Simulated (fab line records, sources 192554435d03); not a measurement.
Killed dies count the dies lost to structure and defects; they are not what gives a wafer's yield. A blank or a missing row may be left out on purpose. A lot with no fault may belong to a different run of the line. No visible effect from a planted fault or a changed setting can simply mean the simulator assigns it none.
3 desks, one fault ; flow n5Finfet ; each desk has only its own numbers; what lay behind them comes last

== FROM THE METROLOGY DESK ==
What the gauges read, lot by lot, whatever tool the lot ran on: means of the sampled wafers that have a number. A lot is out of limits, marked OUT, if its mean lies more than 4 standard deviations from the usual mean; the brackets give that distance. Shown here are 7 of its 12 readings, the ones lying furthest out on some lot.
Columns: A = cdNm at N5_MOL_CONTACT_COAG_CD_MEAS_84, usual 25.06 nm; B = VG_OVL at N5_MOL_CONTACT_COAG_OVL_MEAS_85, usual 0.5 nm; C = DIBL_N at N5_BEOL_M4_RC_MEAS_101, usual 36.4 mV/V; D = ION_N at N5_BEOL_M4_RC_MEAS_101, usual 671 uA/um; E = ION_P at N5_BEOL_M4_RC_MEAS_101, usual 460 uA/um; F = SS_N at N5_BEOL_M4_RC_MEAS_101, usual 71.6 mV/dec; G = VT_P at N5_BEOL_M4_RC_MEAS_101, usual -251.4 mV
lot;first seen here;A;B;C;D;E;F;G
L793;day 5 03:46;25.11;-0.3;38.9;673;462;72.3;-251.2
L797;day 6 01:27;25.20;0.6;37.8;666;451;71.3;-255.0
L809;day 9 01:19;24.79;-0.0;34.6;668;461;71.3;-249.7
L811;day 9 12:52;25.25;0.2;36.5;665;459;71.7;-248.7
L812;day 10 00:10;25.07;0.7;35.9;657;461;71.1;-248.2
L813;day 10 06:18;25.05;-0.2;37.2;678;460;71.8;-250.4
L816;day 11 06:13;24.99;0.3;36.0;682;460;72.0;-250.7
This desk's finding: nothing out of limits on any of the 7 lots.

== THE DEFECT DESK ==
Counts from the inspections along the route, per lot, as means over the sampled wafers that have a number. A lot is out of limits, marked OUT, if its mean lies more than 4 standard deviations from the usual mean; the brackets give that distance.
Columns: A = rawDefectCount at N5_MOL_CONTACT_COAG_INSPECT_57, usual 191
lot;first seen here;A
L793;day 5 03:51;196
L797;day 6 01:32;160
L809;day 9 01:24;208
L811;day 9 12:57;139
L812;day 10 00:15;214
L813;day 10 06:33;165
L816;day 11 06:19;164
This desk's finding: nothing out of limits on any of the 7 lots.

== THE TOOL OWNER'S DESK: aldSin-01 ==
The tool's own readings at N5_MOL_CONTACT_COAG_ALD_131 (deposits SiO2, target thk 5 nm, pulse time 1 s, co reactant pulse time 1 s): means of the sampled wafers that have a number, for each lot that ran on this tool. A lot is out of limits, marked OUT, if its mean lies more than 4 standard deviations from the usual mean; the brackets give that distance.
Columns: A = heaterPowerW at N5_MOL_CONTACT_COAG_ALD_131, usual 82 W; B = precursorPulseHeightRel at N5_MOL_CONTACT_COAG_ALD_131, usual 1.001
lot;first seen here;A;B
L797;day 6 02:00;77;1.010
L809;day 9 01:40;77;1.010
L811;day 9 13:19;76;0.990
L812;day 10 00:25;76;1.000
This desk's finding: nothing out of limits on any of the 4 lots.

== BROUGHT TOGETHER ==
Nothing out of limits was seen by the metrology desk.
Nothing out of limits was seen by the defect desk.
The desk of the tool owner found nothing out of limits.

== WHAT HAD BEEN PUT IN BY THE SIMULATOR ==
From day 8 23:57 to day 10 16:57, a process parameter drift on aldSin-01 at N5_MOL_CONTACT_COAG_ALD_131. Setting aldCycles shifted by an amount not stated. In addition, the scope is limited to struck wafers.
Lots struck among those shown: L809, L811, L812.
